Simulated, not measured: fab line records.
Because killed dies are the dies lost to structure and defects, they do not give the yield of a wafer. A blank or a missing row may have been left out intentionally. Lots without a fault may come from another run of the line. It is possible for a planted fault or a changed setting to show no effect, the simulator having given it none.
Lot-split experiment | flow n5Finfet | 21 wafers read from 7 lots, route of 1938 steps

== THE SPLIT ITSELF ==
At N5_BEOL_M4_COAT_22 (resist thk 30 nm), the setting spinRpm was moved away from the recipe's 1500 rpm on 8 of the 21 wafers read, by -3.2% to +9.8%. This setting was run at the recipe's value on the other wafers.

== FROM THE SPLIT TO THE READING: what the file shows between them, 4 steps ==
- N5_BEOL_M4_EBR_24
- N5_BEOL_M4_SOFTBAKE_23: time 60 s
- N5_BEOL_M4_EXPOSE_25: exposes mask V3, defocus 5 nm
- N5_BEOL_M4_PEB_26: peb time 60 s

== THE READING ==
CAR-EUV_of_BEOL_M4_COAT_22.thkNm (the simulator's own value, which no gauge read), in nm, at N5_BEOL_M4_DEVELOP_27 (develop time 30 s). The file does not state a usual value for it. Here, 13 wafers ran the recipe; their average is 29.6 nm with a standard deviation of 0.053 nm.

wafer  | tool, chamber at the split | spinRpm as run, rpm | against the recipe | CAR-EUV_of_BEOL_M4_COAT_22.thkNm, nm | against lot-mates on the recipe
L077.1 | lithoTrack-05, 0           | 1452                | -3.2%              | 30                                   | no lot-mate on the recipe
L077.3 | lithoTrack-05, 0           | 1452                | -3.2%              | 30                                   | no lot-mate on the recipe
L077.4 | lithoTrack-05, 0           | 1452                | -3.2%              | 30                                   | no lot-mate on the recipe
L078.1 | lithoTrack-02, 0           | 1456                | -2.9%              | 30                                   | +0.4
L078.4 | lithoTrack-02, 0           | 1456                | -2.9%              | 30                                   | +0.4
L078.2 | lithoTrack-02, 0           | 1500                | recipe             | 29.6                                 | -
L079.1 | lithoTrack-03, 0           | 1500                | recipe             | 29.6                                 | -
L079.2 | lithoTrack-03, 0           | 1500                | recipe             | 29.6                                 | -
L079.6 | lithoTrack-03, 0           | 1500                | recipe             | 29.6                                 | -
L082.2 | lithoTrack-03, 0           | 1500                | recipe             | 29.6                                 | -
L082.4 | lithoTrack-03, 0           | 1500                | recipe             | 29.6                                 | -
L082.5 | lithoTrack-03, 0           | 1500                | recipe             | 29.6                                 | -
L083.1 | lithoTrack-05, 0           | 1606                | +7.1%              | 28.6                                 | -1.0
L083.2 | lithoTrack-05, 0           | 1500                | recipe             | 29.6                                 | -
L083.6 | lithoTrack-05, 0           | 1500                | recipe             | 29.6                                 | -
L087.1 | lithoTrack-03, 0           | 1647                | +9.8%              | 28.2                                 | -1.2
L087.2 | lithoTrack-03, 0           | 1647                | +9.8%              | 28                                   | -1.4
L087.4 | lithoTrack-03, 0           | 1500                | recipe             | 29.4                                 | -
L089.1 | lithoTrack-05, 0           | 1500                | recipe             | 29.6                                 | -
L089.2 | lithoTrack-05, 0           | 1500                | recipe             | 29.6                                 | -
L089.4 | lithoTrack-05, 0           | 1500                | recipe             | 29.6                                 | -

THE FIT
A straight line over all 21 wafers: CAR-EUV_of_BEOL_M4_COAT_22.thkNm changes by -0.146 nm for each +1% of spinRpm; r = -0.99; the points scatter about the line by 0.061 nm.
The same after taking each lot's own level away (the mean of its wafers on the recipe; 18 wafers): -0.135 nm for each +1%; r = -1.00; scatter 0.038 nm.
According to that fit, moving spinRpm by its largest amount changes the reading by 1.3 nm.
The lots' own levels span 29.40 to 29.60 nm, that is 3.8 times the standard deviation above.
Hence the lot-to-lot level has little effect on the slope; both slopes agree.
Check: -1.39 nm against its lot-mates is what the line predicts for one of the wafers moved furthest among these (+9.8%) when that wafer is left out of the fit. It came out at -1.2 nm against them.

== THE WHOLE CHAIN: every reading that the file lists as answering this split, in the file's order ==
step                  | what it does           | reading                                                                           | change (the file's fit)                                                               | r (the file's)
N5_BEOL_M4_COAT_22    | resist thk 30 nm       | CAR-EUV_of_BEOL_M4_COAT_22.thkNm (the simulator's own value, which no gauge read) | -0.134 nm for each +1% of the setting                                                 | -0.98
N5_BEOL_M4_DEVELOP_27 | develop time 30 s      | CAR-EUV_of_BEOL_M4_COAT_22.thkNm (the simulator's own value, which no gauge read) | -0.136 nm for each +1% of the setting                                                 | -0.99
N5_BEOL_M4_DESCUM_33  | chemistry O2, time 7 s | CAR-EUV_of_BEOL_M4_COAT_22.thkNm (the simulator's own value, which no gauge read) | -0.142 nm for each +1% of the setting, in a fit together with timeS@BEOL_M4_DESCUM_33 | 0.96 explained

== FILE'S OWN FIT ==
CAR-EUV_of_BEOL_M4_COAT_22.thkNm changes by -0.136 nm for each +1% of spinRpm, r = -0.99.
